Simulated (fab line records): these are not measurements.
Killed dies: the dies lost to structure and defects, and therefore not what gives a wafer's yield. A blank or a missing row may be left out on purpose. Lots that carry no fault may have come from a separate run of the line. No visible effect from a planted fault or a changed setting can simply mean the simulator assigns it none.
fab line records	flow n5-finfet
[record] lots = 7	wafers = 39
route steps=1938 shown BEOL_M4@1059 BEOL_M5@1160 BEOL_M9@1401
start-h: start of the lot's first displayed wafer, in hours after the record's first day	wait-h: hours since the lot's step before	" same as the row above	L1.1+2: several wafers, shown together as one row	- value missing, or start not given	* or withheld: withheld	< > ~ a bound
route shown NAME@n: a module of which the file shows steps, and the number in the route of the first	usual: average and standard deviation across the fault-free wafers	same: alike in all rows	chamber/n: place in a boat	sites: each site's reading	_std_site: the values' standard deviation	_edge_site: outer sites' mean less inner sites'	radius-mm: for every site, how far away it sits from the centre of the wafer	mask NAME#n: copy n	behind: the last tool/chamber to shape the wafer	hold: reason for holding the lot/hours on hold/outcome of the hold	device: names the non-switching transistor (n, p or np)	end of line: the tests these same wafers got at the end of their route	where a step has no rows: the recipe by itself	killed: not the wafer's yield, but the dies lost to structure and defects at the first sort	map: shows each die of a wafer: x if killed, . if not, _ if none is there
set.NAME: the setting the step ran with; set.NAME@STEP: the setting that earlier step ran with	model.NAME: the simulator's own value behind a step, which no gauge read
lots where settings were altered on purpose, with a table for each step and a row for each wafer
[[steps]]
[step N5_BEOL_M4_DESCUM_33]
[recipe] chemistry = O2	time-s = 7	source-power-w = 50	bias-power-w = 20	pressure-mtorr = 20	rf-frequency-hz = 2.712e+07	temp-c = 40	resist = CAR-EUV	o2-flow-sccm = 225
lot.wafer	tool	chamber	start-h	wait-h	set.time-s	model.CAR-EUV_of_BEOL_M4_COAT_22.thk-nm
L076.1	rie-diel-03	3	172.68	0.2	7	26
L076.2	"	2	"	"	5.069	27
L076.3+4	"	0,1	"	"	7	26.2
L076.5+6	"	2,3	"	"	5.069	27.2
L075.2+4	rie-diel-06	2,1	178.87	0.0	7	26.2
L075.3	"	3	"	"	7	26
L082.1+2	rie-diel-01	1,0	241.24	0.1	7	26
L082.3+4+5	"	2,3,1	"	"	3.48	27.8
L082.6	"	0	"	"	7	26.2
L086.1+2+3	rie-diel-01	3,2,0	247.23	0.0	5.616	26.8
L086.4+6	"	3,0	"	"	7	26
L086.5	"	2	"	"	7	26.2
L092.1+4+6	rie-diel-06	3,2,0	282.04	0.0	9.355	25
L092.2+3+5	"	2,0,3	"	"	7	26
L093.1+3+4	rie-diel-01	2,3,0	290.67	0.1	7	26
L093.2	"	1	"	"	9.644	24.6
L093.5+6	"	3,0	"	"	9.644	24.8
L097.1+2+3	rie-diel-06	3,2,0	309.91	0.0	9.2	24.8
L097.4+5+6	"	1,2,3	"	"	7	26
[step N5_BEOL_M4_ETCH_77]
[recipe] chemistry = N2/H2	target = underlayer	target-depth-a = 65	mask-material = CAR-EUV	time-s = 5.2	ion-energy-ev = 200	pressure-mtorr = 30	source-w = 840	bias-w = 150	n2-flow-sccm = 200	h2-flow-sccm = 200	ends = cleared
lot.wafer	tool	chamber	start-h	wait-h	set.time-s@BEOL_M4_DESCUM_33	model.CAR-EUV_of_BEOL_M4_COAT_22.thk-nm
L076.1	rie-diel-03	3	172.71	0.0	7	20.2
L076.2	"	2	"	"	5.069	21.2
L076.3+4	"	0,1	"	"	7	20.4
L076.5+6	"	2,3	"	"	5.069	21.4
L075.2+4	rie-diel-06	2,1	178.90	0.0	7	20.4
L075.3	"	3	"	"	7	20.2
L082.1+2	rie-diel-01	1,0	241.27	0.0	7	20.2
L082.3	"	2	"	"	3.48	22.2
L082.4+5	"	3,1	"	"	3.48	22
L082.6	"	0	"	"	7	20.4
L086.1	rie-diel-01	3	247.26	0.0	5.616	21
L086.2+3	"	2,0	"	"	5.616	21.2
L086.4+5+6	"	3,2,0	"	"	7	20.4
L092.1+4+6	rie-diel-06	3,2,0	282.07	0.0	9.355	19.2
L092.2+3+5	"	2,0,3	"	"	7	20.4
L093.1+3+4	rie-diel-01	2,3,0	290.70	0.0	7	20.4
L093.2+6	"	1,0	"	"	9.644	19
L093.5	"	3	"	"	9.644	19.2
L097.1+2+3	rie-diel-06	3,2,0	309.94	0.0	9.2	19.2
L097.4+5	"	1,2	"	"	7	20.2
L097.6	"	3	"	"	7	20.4
[step N5_BEOL_M4_ETCH_69]
[recipe] chemistry = CF4	target = SiARC	target-depth-a = 156	mask-material = CAR-EUV	time-s = 26	ion-energy-ev = 80	pressure-mtorr = 40	source-w = 545	bias-w = 36	Ar_flow_sccm = 100	cf4-flow-sccm = 100	ends = cleared
lot.wafer	tool	chamber	start-h	wait-h	set.time-s@BEOL_M4_DESCUM_33	model.CAR-EUV_of_BEOL_M4_COAT_22.thk-nm
L076.1	rie-diel-03	3	172.73	0.0	7	11
L076.2+5+6	"	2,2,3	"	"	5.069	12.2
L076.3+4	"	0,1	"	"	7	11.2
L075.2+4	rie-diel-06	2,1	178.92	0.0	7	11.2
L075.3	"	3	"	"	7	11
L082.1+2	rie-diel-01	1,0	241.29	0.0	7	11
L082.3	"	2	"	"	3.48	13
L082.4+5	"	3,1	"	"	3.48	12.8
L082.6	"	0	"	"	7	11.2
L086.1	rie-diel-01	3	247.28	0.0	5.616	11.8
L086.2+3	"	2,0	"	"	5.616	12
L086.4+5+6	"	3,2,0	"	"	7	11.2
L092.1+4+6	rie-diel-06	3,2,0	282.09	0.0	9.355	10
L092.2+3+5	"	2,0,3	"	"	7	11.2
L093.1+3+4	rie-diel-01	2,3,0	290.72	0.0	7	11.2
L093.2+6	"	1,0	"	"	9.644	9.8
L093.5	"	3	"	"	9.644	10
L097.1+3	rie-diel-06	3,0	309.96	0.0	9.2	10
L097.2	"	2	"	"	9.2	9.8
L097.4+5	"	1,2	"	"	7	11
L097.6	"	3	"	"	7	11.2
[step N5_BEOL_M5_TRENCH_ETCH_37]
[recipe] chemistry = C4F6/O2	target-depth-a = 716.52	target = SiCOH_lowk	time-s = 24.7	ion-energy-ev = 250	pressure-mtorr = 30	source-w = 345	bias-w = 185	Ar_flow_sccm = 300	C4F6_flow_sccm = 10	O2_flow_sccm = 10
lot.wafer	tool	chamber	start-h	wait-h	set.time-s	model.etch.depth-nm	model.BEOL_M5.feature-depth-nm	model.TiN_of_BEOL_M5_HM_DEP_02.thk-nm
L076.1	rie-diel-05	3	-	-	37.56	106.1	106	16.8
L076.2	"	2	"	"	37.56	105.5	105.4	16.8
L076.3	"	1	"	"	24.7	72.68	72.6	17.6
L076.4	"	0	"	"	37.56	107.1	107.2	16.6
L076.5	"	3	"	"	24.7	69.16	69.2	17.8
L076.6	"	0	"	"	24.7	70.83	70.8	17.8
L075.2	rie-diel-02	3	-	-	24.7	71.1	71	18
L075.3	"	1	"	"	24.7	72.15	72.2	18
L075.4	"	3	"	"	24.7	71.85	71.8	17.8
L082.1	rie-diel-04	3	-	-	35.81	105.3	105.2	17
L082.2	"	1	"	"	24.7	71.13	71.2	18
L082.3	"	0	"	"	35.81	103.2	103.2	17
L082.4	"	2	"	"	35.81	103.9	103.8	17
L082.5	"	1	"	"	24.7	71.15	71.2	18
L082.6	"	2	"	"	24.7	71.7	71.6	18
L086.1	rie-diel-04	1	-	-	39.1	112.5	112.6	16.4
L086.2	"	2	"	"	39.1	112.4	112.4	16.4
L086.3	"	3	"	"	24.7	72.66	72.6	17.6
L086.4	"	0	"	"	24.7	70.76	70.8	17.4
L086.5	"	2	"	"	24.7	71.49	71.4	17.6
L086.6	"	1	"	"	39.1	113	113	16.2
L092.1	rie-diel-04	0	-	-	24.7	70.64	70.6	18.2
L092.2	"	1	"	"	24.7	71.3	71.2	18.4
L092.3	"	2	"	"	16.87	48.71	48.8	18.8
L092.4	"	3	"	"	16.87	49.44	49.4	18.8
L092.5	"	2	"	"	16.87	48.28	48.2	19
L092.6	"	1	"	"	24.7	70.63	70.6	18.4
L093.1	rie-diel-05	0	-	-	24.7	70.97	71	18
L093.2	"	1	"	"	24.7	71.07	71	17.8
L093.3	"	2	"	"	19.39	56.77	56.8	18.4
L093.4	"	1	"	"	24.7	71.63	71.6	18
L093.5	"	2	"	"	19.39	56.86	56.8	18.2
L093.6	"	0	"	"	19.39	55.3	55.2	18.4
L097.1	rie-diel-05	1	-	-	32.95	96.23	96.2	17
L097.2	"	3	"	"	24.7	69.79	69.8	17.8
L097.3	"	2	"	"	24.7	72.44	72.4	17.6
L097.4	"	2	"	"	32.95	96.89	96.8	17
L097.5	"	3	"	"	24.7	69.2	69.2	17.6
L097.6	"	1	"	"	32.95	95.67	95.6	16.8
[step N5_BEOL_M5_ETCH_41]
[recipe] chemistry = CH3F/O2	target = SiCN	target-depth-a = 315	taper-deg = 2	time-s = 56.7	ion-energy-ev = 120	mask-material = TiN	pressure-mtorr = 30	source-w = 395	bias-w = 75	Ar_flow_sccm = 150	CH3F_flow_sccm = 30	O2_flow_sccm = 20
[step N5_BEOL_M5_STRIP_91]
[recipe] chemistry = N2/H2	time-s = 10	power-w = 450	temp-c = 40	pressure-mtorr = 20	rf-frequency-hz = 6e+07	bias-power-w = 7	n2-flow-sccm = 200	h2-flow-sccm = 200
[step N5_BEOL_M5_OCD_MEAS_38]
[usual] trench-depth-nm = 71.3/1
lot.wafer	tool	chamber	start-h	wait-h	set.time-s@BEOL_M5_TRENCH_ETCH_37	trench-depth-nm
L076.1	ocd-01	-	192.27	-	37.56	106.3
L076.2	"	-	"	"	37.56	104.9
L076.3	"	-	"	"	24.7	72.3
L076.4	"	-	"	"	37.56	107.3
L076.5	"	-	"	"	24.7	69.2
L076.6	"	-	"	"	24.7	70.6
L075.2	ocd-01	-	208.14	-	24.7	71.1
L075.3	"	-	"	"	24.7	72.0
L075.4	"	-	"	"	24.7	71.6
L082.1	ocd-01	-	252.90	-	35.81	105.8
L082.2	"	-	"	"	24.7	71.5
L082.3	"	-	"	"	35.81	103.3
L082.4	"	-	"	"	35.81	104.0
L082.5	"	-	"	"	24.7	71.5
L082.6	"	-	"	"	24.7	71.8
L086.1	ocd-01	-	275.22	-	39.1	113.3
L086.2	"	-	"	"	39.1	112.4
L086.3	"	-	"	"	24.7	72.7
L086.4	"	-	"	"	24.7	70.7
L086.5	"	-	"	"	24.7	71.3
L086.6	"	-	"	"	39.1	113.0
L092.1	ocd-02	-	304.94	-	24.7	69.5
L092.2	"	-	"	"	24.7	71.8
L092.3	"	-	"	"	16.87	48.7
L092.4	"	-	"	"	16.87	49.4
L092.5	"	-	"	"	16.87	48.3
L092.6	"	-	"	"	24.7	70.7
L093.1	ocd-02	-	308.03	-	24.7	71.0
L093.2	"	-	"	"	24.7	71.7
L093.3	"	-	"	"	19.39	56.9
L093.4	"	-	"	"	24.7	71.7
L093.5	"	-	"	"	19.39	56.9
L093.6	"	-	"	"	19.39	55.7
L097.1	ocd-01	-	338.82	-	32.95	96.0
L097.2	"	-	"	"	24.7	69.4
L097.3	"	-	"	"	24.7	72.8
L097.4	"	-	"	"	32.95	97.4
L097.5	"	-	"	"	24.7	69.1
L097.6	"	-	"	"	32.95	96.0
[step N5_BEOL_M5_HM_STRIP_39]
[recipe] chemistry = peroxide-tin-strip	material = TiN	target-depth-a = 250	temp-c = 50	time-s = 158
[step N5_BEOL_M5_SRD_40]
[recipe] time-s = 30	temp-c = 23	rinse-liquid = diw	dry = ipa-marangoni
[step N5_BEOL_M5_ECD_50]
[recipe] material = Cu	target-thk-a = 3000
[step N5_BEOL_M5_ANNEAL_51]
[recipe] temp-c = 225	time-s = 90	ambient = N2
[step N5_BEOL_M5_CMP_52]
[recipe] stop-on = SiCOH_lowk	t-overpolish-s = 6.9	down-force-psi = 1	platen-rpm = 50	clearing-platen-down-force-psi = 1.5	clearing-platen-rpm = 50	post-cmp-clean = cu-alkaline	target-thk-nm = 62	clearing-platen-pad-velocity-m-s = 0.99484	pad-velocity-m-s = 0.99484
lot.wafer	tool	chamber	start-h	wait-h	set.time-s@BEOL_M5_TRENCH_ETCH_37	model.Cu_of_BEOL_M5_ECD_50.thk-nm
L076.1	cmp-03	2	198.25	0.3	37.56	97.2
L076.4	"	3	"	"	37.56	97.6
L076.2	"	0	"	"	37.56	95.4
L076.3	"	1	"	"	24.7	63
L076.6	"	2	"	"	24.7	60.2
L076.5	"	3	"	"	24.7	59.8
L075.3	cmp-03	3	214.51	0.2	24.7	63.4
L075.2	"	0	"	"	24.7	61.8
L075.4	"	2	"	"	24.7	62.2
L082.4	cmp-01	2	259.24	0.1	35.81	94.2
L082.3	"	3	"	"	35.81	93.2
L082.1	"	0	"	"	35.81	95.4
L082.2	"	1	"	"	24.7	62.2
L082.5	"	2	"	"	24.7	60.4
L082.6	"	3	"	"	24.7	62
L086.4	cmp-02	2	281.84	0.1	24.7	61
L086.2	"	3	"	"	39.1	104.2
L086.1	"	0	"	"	39.1	103
L086.3	"	1	"	"	24.7	62.8
L086.5	"	2	"	"	24.7	61.8
L086.6	"	3	"	"	39.1	105.2
L092.3	cmp-02	2	312.58	0.2	16.87	39.6
L092.1+2	"	3,1	"	"	24.7	63
L092.4	"	0	"	"	16.87	40.2
L092.5	"	2	"	"	16.87	38.8
L092.6	"	3	"	"	24.7	62
L093.3	cmp-02	0	316.41	0.2	19.39	46.6
L093.4	"	1	"	"	24.7	62
L093.2	"	2	"	"	24.7	61.6
L093.1	"	3	"	"	24.7	61.8
L093.5	"	0	"	"	19.39	48.2
L093.6	"	1	"	"	19.39	45.6
L097.4	cmp-01	3	345.25	0.1	32.95	88.4
L097.1	"	0	"	"	32.95	89
L097.3	"	1	"	"	24.7	63.6
L097.2	"	2	"	"	24.7	61.8
L097.6	"	3	"	"	32.95	86.6
L097.5	"	0	"	"	24.7	61
[step N5_BEOL_M5_THK_MEAS_53]
[recipe] thk-meas-gauge = xrf	reads = Cu_of_BEOL_M5_ECD_50
[usual] M5_THK = 62.6/1.3
lot.wafer	tool	chamber	start-h	wait-h	set.time-s@BEOL_M5_TRENCH_ETCH_37	M5_THK[nm]
L076.1	film-metro-02	-	198.54	-	37.56	99.4
L076.2	"	-	"	"	37.56	97.9
L076.3	"	-	"	"	24.7	64.4
L076.4	"	-	"	"	37.56	99.4
L076.5	"	-	"	"	24.7	60.8
L076.6	"	-	"	"	24.7	61.4
L075.2	film-metro-02	-	214.81	-	24.7	63.0
L075.3	"	-	"	"	24.7	64.2
L075.4	"	-	"	"	24.7	62.9
L082.1	film-metro-02	-	259.54	-	35.81	96.9
L082.2	"	-	"	"	24.7	62.9
L082.3	"	-	"	"	35.81	94.9
L082.4	"	-	"	"	35.81	95.6
L082.5	"	-	"	"	24.7	61.1
L082.6	"	-	"	"	24.7	62.8
L086.1	film-metro-01	-	282.13	-	39.1	105.4
L086.2	"	-	"	"	39.1	106.0
L086.3	"	-	"	"	24.7	64.1
L086.4	"	-	"	"	24.7	62.2
L086.5	"	-	"	"	24.7	63.4
L086.6	"	-	"	"	39.1	107.6
L092.1	film-metro-01	-	312.87	-	24.7	64.3
L092.2	"	-	"	"	24.7	64.0
L092.3	"	-	"	"	16.87	40.2
L092.4	"	-	"	"	16.87	40.8
L092.5	"	-	"	"	16.87	39.6
L092.6	"	-	"	"	24.7	63.1
L093.1	film-metro-02	-	316.71	-	24.7	62.1
L093.2	"	-	"	"	24.7	61.4
L093.3	"	-	"	"	19.39	46.7
L093.4	"	-	"	"	24.7	62.1
L093.5	"	-	"	"	19.39	48.4
L093.6	"	-	"	"	19.39	45.7
L097.1	film-metro-01	-	345.55	-	32.95	89.1
L097.2	"	-	"	"	24.7	62.0
L097.3	"	-	"	"	24.7	63.6
L097.4	"	-	"	"	32.95	88.8
L097.5	"	-	"	"	24.7	61.4
L097.6	"	-	"	"	32.95	87.3
[step N5_BEOL_M5_PRE_CLEAN_77]
[recipe] gas = NH3/H2	time-s = 15	temp-c = *	rf-power-w = 300
[step N5_BEOL_M5_CO_CAP_78]
[recipe] material = Co	target-thk-a = 20	temp-c = 200	precursor = CCTBA/H2	pressure-torr = 30	time-s = 102.1
[step N5_BEOL_M5_PRE_CLEAN_55]
[recipe] gas = NH3	time-s = 15	temp-c = withheld	rf-power-w = 300
[step N5_BEOL_M5_DEP_56]
[recipe] material = SiCN	target-thk-a = 80	temp-c = withheld	precursor = 3MS/NH3	pressure-torr = 3	rf-w = 202	time-s = 14
[step N5_BEOL_M5_RS_MEAS_57]
[recipe] thk-meas-gauge = four-point-probe	reads = Co_of_BEOL_M5_CO_CAP_78+Cu_of_BEOL_M5_ECD_50+Co_of_BEOL_M5_CVD_47+TaN_of_BEOL_M5_ALD_86
[usual] M5_RS = 0.387/0.01
lot.wafer	tool	chamber	start-h	wait-h	set.time-s@BEOL_M5_TRENCH_ETCH_37	M5_RS[ohm/sq]
L076.1	film-metro-02	-	198.83	0.1	37.56	0.228
L076.2	"	-	"	"	37.56	0.232
L076.3	"	-	"	"	24.7	0.379
L076.4	"	-	"	"	37.56	0.227
L076.5	"	-	"	"	24.7	0.404
L076.6	"	-	"	"	24.7	0.400
L075.2	film-metro-01	-	215.07	0.1	24.7	0.387
L075.3	"	-	"	"	24.7	0.376
L075.4	"	-	"	"	24.7	0.385
L082.1	film-metro-02	-	259.80	0.0	35.81	0.232
L082.2	"	-	"	"	24.7	0.385
L082.3	"	-	"	"	35.81	0.238
L082.4	"	-	"	"	35.81	0.235
L082.5	"	-	"	"	24.7	0.398
L082.6	"	-	"	"	24.7	0.386
L086.1	film-metro-02	-	282.42	0.1	39.1	0.213
L086.2	"	-	"	"	39.1	0.210
L086.3	"	-	"	"	24.7	0.379
L086.4	"	-	"	"	24.7	0.394
L086.5	"	-	"	"	24.7	0.387
L086.6	"	-	"	"	39.1	0.208
L092.1	film-metro-01	-	313.13	0.0	24.7	0.377
L092.2	"	-	"	"	24.7	0.378
L092.3	"	-	"	"	16.87	0.678
L092.4	"	-	"	"	16.87	0.665
L092.5	"	-	"	"	16.87	0.692
L092.6	"	-	"	"	24.7	0.386
L093.1	film-metro-01	-	316.97	0.0	24.7	0.387
L093.2	"	-	"	"	24.7	0.390
L093.3	"	-	"	"	19.39	0.549
L093.4	"	-	"	"	24.7	0.387
L093.5	"	-	"	"	19.39	0.526
L093.6	"	-	"	"	19.39	0.564
L097.1	film-metro-02	-	345.81	0.0	32.95	0.252
L097.2	"	-	"	"	24.7	0.388
L097.3	"	-	"	"	24.7	0.374
L097.4	"	-	"	"	32.95	0.253
L097.5	"	-	"	"	24.7	0.394
L097.6	"	-	"	"	32.95	0.259
[step N5_BEOL_M9_ILD_DEP_00]
[recipe] material = SiCOH_lowk	target-thk-a = 3085.1	temp-c = 300	precursor = DEMS/porogen	pressure-torr = 5	rf-w = 500	time-s = 58
lot.wafer	tool	chamber	start-h	wait-h	set.time-s	model.SiCOH_lowk_of_BEOL_M9_ILD_DEP_00.thk-nm
L076.1	pecvd-03	2	224.19	0.0	58	310.2
L076.2	"	1	"	"	58	311.2
L076.3	"	0	"	"	58	308.8
L076.4	"	2	"	"	58	314.6
L076.5	"	1	"	"	58	314.4
L076.6	"	0	"	"	58	311.4
L075.2	pecvd-02	1	245.39	0.0	58	307
L075.3	"	0	"	"	58	311.6
L075.4	"	0	"	"	58	314.4
L082.1	pecvd-03	0	292.50	0.0	58	304.4
L082.2	"	2	"	"	58	309.4
L082.3	"	1	"	"	58	305.8
L082.4	"	2	"	"	58	313.4
L082.5	"	0	"	"	58	311
L082.6	"	1	"	"	58	316.4
L086.1	pecvd-03	1	307.88	0.0	29.77	160.2
L086.2	"	0	"	"	58	302.8
L086.3	"	0	"	"	29.77	162
L086.4	"	1	"	"	29.77	163.4
L086.5	"	0	"	"	58	310.6
L086.6	"	1	"	"	58	309
L092.1	pecvd-01	1	337.18	0.0	58	303.4
L092.2	"	0	"	"	67.19	349
L092.3	"	1	"	"	58	306.2
L092.4	"	0	"	"	58	306.6
L092.5	"	1	"	"	67.19	354.6
L092.6	"	0	"	"	67.19	351.6
L093.1	pecvd-01	2	341.88	0.0	91.03	478.4
L093.2	"	0	"	"	58	302.6
L093.3	"	1	"	"	58	299.4
L093.4	"	1	"	"	58	307.8
L093.5	"	2	"	"	91.03	480.8
L093.6	"	0	"	"	91.03	481.6
L097.1	pecvd-03	2	369.71	0.0	58	308
L097.2	"	1	"	"	58	305.8
L097.3	"	0	"	"	43.36	229
L097.4	"	2	"	"	43.36	234
L097.5	"	1	"	"	58	309.2
L097.6	"	0	"	"	43.36	231.6
[step N5_BEOL_M9_CURE_71]
[recipe] temp-c = 385	time-s = 240	ambient = He/Ar	material = SiCOH_lowk
lot.wafer	tool	chamber	start-h	wait-h	set.time-s@BEOL_M9_ILD_DEP_00	model.SiCOH_lowk_of_BEOL_M9_ILD_DEP_00.thk-nm
L076.1	uv-cure-01	2	224.27	0.0	58	269.4
L076.2	"	2	"	"	58	270.2
L076.3	"	2	"	"	58	268.2
L076.4	"	2	"	"	58	273.4
L076.5	"	2	"	"	58	273.2
L076.6	"	2	"	"	58	270.6
L075.2	uv-cure-03	0	245.55	0.1	58	266.6
L075.3	"	0	"	"	58	270.8
L075.4	"	0	"	"	58	273.2
L082.1	uv-cure-01	0	292.75	0.2	58	264.4
L082.2	"	0	"	"	58	268.8
L082.3	"	0	"	"	58	265.6
L082.4	"	0	"	"	58	272.2
L082.5	"	0	"	"	58	270.2
L082.6	"	0	"	"	58	275
L086.1	uv-cure-01	0	307.98	0.1	29.77	138
L086.2	"	0	"	"	58	263
L086.3	"	0	"	"	29.77	139.6
L086.4	"	0	"	"	29.77	140.8
L086.5	"	0	"	"	58	269.8
L086.6	"	0	"	"	58	268.4
L092.1	uv-cure-02	0	337.28	0.1	58	263.4
L092.2	"	0	"	"	67.19	303.8
L092.3	"	0	"	"	58	266
L092.4	"	0	"	"	58	266.2
L092.5	"	0	"	"	67.19	308.8
L092.6	"	0	"	"	67.19	306.2
L093.1	uv-cure-02	1	341.96	0.0	91.03	419.4
L093.2	"	1	"	"	58	262.8
L093.3	"	1	"	"	58	260
L093.4	"	1	"	"	58	267.4
L093.5	"	1	"	"	91.03	421.8
L093.6	"	1	"	"	91.03	422.4
L097.1	uv-cure-03	1	369.79	0.0	58	267.6
L097.2	"	1	"	"	58	265.6
L097.3	"	1	"	"	43.36	198
L097.4	"	1	"	"	43.36	202.4
L097.5	"	1	"	"	58	268.6
L097.6	"	1	"	"	43.36	200.4
[step N5_BEOL_M9_THK_MEAS_01]
[recipe] reads = SiCOH_lowk_of_BEOL_M9_ILD_DEP_00
[usual] M9_ILD_THK = 268/3.6
lot.wafer	tool	chamber	start-h	wait-h	set.time-s@BEOL_M9_ILD_DEP_00	M9_ILD_THK[nm]
L076.1	film-metro-02	-	225.26	0.8	58	269
L076.2	"	-	"	"	58	270
L076.3	"	-	"	"	58	268
L076.4	"	-	"	"	58	274
L076.5	"	-	"	"	58	273
L076.6	"	-	"	"	58	271
L075.2	film-metro-02	-	245.98	0.4	58	266
L075.3	"	-	"	"	58	271
L075.4	"	-	"	"	58	273
L082.1	film-metro-01	-	293.26	0.4	58	264
L082.2	"	-	"	"	58	269
L082.3	"	-	"	"	58	265
L082.4	"	-	"	"	58	272
L082.5	"	-	"	"	58	270
L082.6	"	-	"	"	58	275
L086.1	film-metro-02	-	309.93	1.6	29.77	138
L086.2	"	-	"	"	58	263
L086.3	"	-	"	"	29.77	140
L086.4	"	-	"	"	29.77	141
L086.5	"	-	"	"	58	270
L086.6	"	-	"	"	58	268
L092.1	film-metro-01	-	337.80	0.4	58	263
L092.2	"	-	"	"	67.19	304
L092.3	"	-	"	"	58	266
L092.4	"	-	"	"	58	266
L092.5	"	-	"	"	67.19	309
L092.6	"	-	"	"	67.19	306
L093.1	film-metro-01	-	342.47	0.4	91.03	419
L093.2	"	-	"	"	58	263
L093.3	"	-	"	"	58	260
L093.4	"	-	"	"	58	267
L093.5	"	-	"	"	91.03	422
L093.6	"	-	"	"	91.03	422
L097.1	film-metro-02	-	370.30	0.4	58	268
L097.2	"	-	"	"	58	266
L097.3	"	-	"	"	43.36	198
L097.4	"	-	"	"	43.36	203
L097.5	"	-	"	"	58	269
L097.6	"	-	"	"	43.36	200
[[key]]
[split] step = N5_BEOL_M4_DESCUM_33	setting = time-s	stated = 7	by = wafer
[response] step = N5_BEOL_M4_DESCUM_33	reading = model.CAR-EUV_of_BEOL_M4_COAT_22.thk-nm	change = -0.0344	per = 1%	r = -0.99
[response] step = N5_BEOL_M4_ETCH_77	reading = model.CAR-EUV_of_BEOL_M4_COAT_22.thk-nm	change = -0.0355	per = 1%	r = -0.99
[response] step = N5_BEOL_M4_ETCH_69	reading = model.CAR-EUV_of_BEOL_M4_COAT_22.thk-nm	change = -0.0361	per = 1%	r = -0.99
[split] step = N5_BEOL_M5_TRENCH_ETCH_37	setting = time-s	stated = 24.7	by = wafer
[response] step = N5_BEOL_M5_TRENCH_ETCH_37	reading = model.etch.depth-nm	change = +0.708	per = 1%	r = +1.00
[response] step = N5_BEOL_M5_TRENCH_ETCH_37	reading = model.BEOL_M5.feature-depth-nm	change = +0.708	per = 1%	r = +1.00
[response] step = N5_BEOL_M5_TRENCH_ETCH_37	reading = model.TiN_of_BEOL_M5_HM_DEP_02.thk-nm	change = -0.0203	per = 1%	r = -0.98
[response] step = N5_BEOL_M5_OCD_MEAS_38	reading = trench-depth-nm	change = +0.711	per = 1%	r = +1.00
[response] step = N5_BEOL_M5_CMP_52	reading = model.Cu_of_BEOL_M5_ECD_50.thk-nm	change = +0.72	per = 1%	r = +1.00
[response] step = N5_BEOL_M5_THK_MEAS_53	reading = M5_THK	change = +0.734	per = 1%	r = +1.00
[response] step = N5_BEOL_M5_RS_MEAS_57	reading = M5_RS	shape = bent	at-lowest = 0.678	at-stated = 0.387	at-highest = 0.210
[split] step = N5_BEOL_M9_ILD_DEP_00	setting = time-s	stated = 58	by = wafer
[response] step = N5_BEOL_M9_ILD_DEP_00	reading = model.SiCOH_lowk_of_BEOL_M9_ILD_DEP_00.thk-nm	change = +3.05	per = 1%	r = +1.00
[response] step = N5_BEOL_M9_CURE_71	reading = model.SiCOH_lowk_of_BEOL_M9_ILD_DEP_00.thk-nm	change = +2.7	per = 1%	r = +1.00
[response] step = N5_BEOL_M9_THK_MEAS_01	reading = M9_ILD_THK	change = +2.7	per = 1%	r = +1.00
